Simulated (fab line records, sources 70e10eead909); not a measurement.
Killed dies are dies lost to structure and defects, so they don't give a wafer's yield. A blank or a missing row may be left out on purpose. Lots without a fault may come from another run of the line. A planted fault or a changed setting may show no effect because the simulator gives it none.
Chamber matching | flow nand_harc | NHARC_P_M1_DEP_33 on pecvd-03: 3 sister chambers
The step deposits SiCN, target thk 30 nm. 3 wafers are shown with their chamber, then 8 later ones without.

WAFERS WITH THEIR CHAMBER
wafer  | chamber | heater_power_w (W)
L088.4 | 1       | 710
L088.5 | 2       | 783
L090.1 | 0       | 587

WAFERS WITHOUT THEIR CHAMBER
wafer  | heater_power_w (W)
L090.2 | 782
L090.5 | 773
L091.3 | 648
L091.4 | 640
L091.5 | 601
L097.3 | 582
L097.5 | 690
L097.6 | 610

WHICH CHAMBER EACH WENT THROUGH
wafer  | from the rows above     | in truth
L090.2 | 2                       | 2
L090.5 | can't be placed: 2 or 1 | 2
L091.3 | can't be placed: 0 or 1 | 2
L091.4 | can't be placed: 0 or 1 | 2
L091.5 | 0                       | 0
L097.3 | 0                       | 0
L097.5 | 1                       | 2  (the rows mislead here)
L097.6 | 0                       | 0
Placed correctly: 4 of 8. Can't be placed from these rows: 3 (the true chamber is among the candidates in 1). Placed wrongly: 1.
How it was worked out, from the rows above alone: a wafer's distance from a chamber is the root of the sum, over the readings, of the square of ((its reading less the chamber's mean) divided by the reading's scatter). The wafer belongs to the nearest chamber; if the next one is less than 2 further off, it can't be placed. A chamber's mean is the mean of its shown wafers. The scatter: with one shown wafer a chamber, the root of the mean of the squares of how far each hidden wafer lies from its nearest shown one.
